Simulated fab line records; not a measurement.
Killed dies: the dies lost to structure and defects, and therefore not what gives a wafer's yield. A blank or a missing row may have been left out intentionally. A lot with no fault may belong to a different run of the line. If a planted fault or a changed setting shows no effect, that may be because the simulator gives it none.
Lot-split experiment + flow n5Finfet + on a route of 1938 steps: 7 lots, 21 wafers read

== THE SPLIT ITSELF ==
At N5_MOL_CONTACT_COAG_ETCH_105 (etches SiARC in CF4, target depth 15.6 nm, time 26 s), the setting biasW was moved away from the recipe's 36 W on 7 of the 21 wafers read, by -14.3% to +15.3%. The other wafers ran this setting at the recipe's value.

The reading is taken at the split's own step.

== THE READING ==
rfVppV, in V, at N5_MOL_CONTACT_COAG_ETCH_105 (etches SiARC in CF4, target depth 15.6 nm, time 26 s). On this fab line, fault-free wafers typically give 184.3 V with a standard deviation of 1.2 V.

| wafer  | tool, chamber at the split | biasW as run, W | against the recipe | rfVppV, V | against lot-mates on the recipe |
|--------|----------------------------|-----------------|--------------------|-----------|---------------------------------|
| L075.3 | rieDiel-03, 2              | 36              | recipe             | 182.1     | -                               |
| L075.4 | rieDiel-03, 3              | 30.86           | -14.3%             | 167.0     | -15.1                           |
| L075.5 | rieDiel-03, 1              | 30.86           | -14.3%             | 167.3     | -14.8                           |
| L077.2 | rieDiel-02, 1              | 36              | recipe             | 183.7     | -                               |
| L077.3 | rieDiel-02, 3              | 36              | recipe             | 182.7     | -                               |
| L077.4 | rieDiel-02, 0              | 41.51           | +15.3%             | 201.1     | +17.9                           |
| L080.1 | rieDiel-03, 0              | 36              | recipe             | 184.6     | -                               |
| L080.3 | rieDiel-03, 1              | 36              | recipe             | 185.1     | -                               |
| L080.5 | rieDiel-03, 0              | 36              | recipe             | 185.7     | -                               |
| L081.2 | rieDiel-04, 1              | 32.83           | -8.8%              | 174.2     | no lot-mate on the recipe       |
| L081.5 | rieDiel-04, 3              | 32.83           | -8.8%              | 175.2     | no lot-mate on the recipe       |
| L081.6 | rieDiel-04, 0              | 32.83           | -8.8%              | 173.1     | no lot-mate on the recipe       |
| L085.2 | rieDiel-02, 2              | 41.51           | +15.3%             | 201.5     | +17.9                           |
| L085.4 | rieDiel-02, 3              | 36              | recipe             | 182.3     | -                               |
| L085.6 | rieDiel-02, 0              | 36              | recipe             | 184.9     | -                               |
| L088.1 | rieDiel-03, 0              | 36              | recipe             | 185.2     | -                               |
| L088.5 | rieDiel-03, 1              | 36              | recipe             | 185.3     | -                               |
| L088.6 | rieDiel-03, 0              | 36              | recipe             | 186.0     | -                               |
| L095.1 | rieDiel-03, 2              | 36              | recipe             | 184.0     | -                               |
| L095.3 | rieDiel-03, 1              | 36              | recipe             | 184.4     | -                               |
| L095.6 | rieDiel-03, 0              | 36              | recipe             | 186.1     | -                               |

FIT RESULTS
A straight line over all 21 wafers: rfVppV changes by +1.15 V for each +1% of biasW; r = +0.99; the points scatter about the line by 1.2 V.
The same after taking each lot's own level away (the mean of its wafers on the recipe; 18 wafers): +1.11 V for each +1%; r = +1.00; scatter 0.79 V.
The reading moves by 17 V for the largest change in biasW, on that fit.
From 182.10 to 185.50 V: that is the span of the lots' own levels, equal to 2.8 times the standard deviation above.
The two slopes agree, so the slope changes little with the lot-to-lot level.
Check: for one of the wafers moved furthest among these (+15.3%), held out of the fit, the line's prediction against its lot-mates is +16.9 V. Against them it came out at +17.9 V.
Tool readings at the split's step, against how far the setting was moved: rfVppV r = +0.99.

== OTHER SPLITS ON THESE WAFERS ==
Before the reading, these wafers also passed through other splits. Each is held against what the fit with the lots' levels taken away leaves over:
| other split on the same wafers    | wafers away from the commonest value | r with rfVppV (lot level and that fit taken away) |
|-----------------------------------|--------------------------------------|---------------------------------------------------|
| N5_SD_EPI_N_ETCH_35 sourceW       | 7                                    | -0.19                                             |
| N5_SD_EPI_N_ETCH_45 targetDepthA  | 8                                    | -0.01                                             |
| N5_SD_EPI_P_EPI_21 epiGrowthTimeS | 5                                    | -0.15                                             |
| N5_SD_ACTIVATION_LSA_01 tempC     | 6                                    | +0.16                                             |
| N5_HKMG_FIN_ETCH_58 sourceW       | 7                                    | -0.09                                             |

== THE FILE'S OWN FIT ==
rfVppV changes by +1.13 V for each +1% of biasW, r = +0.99.
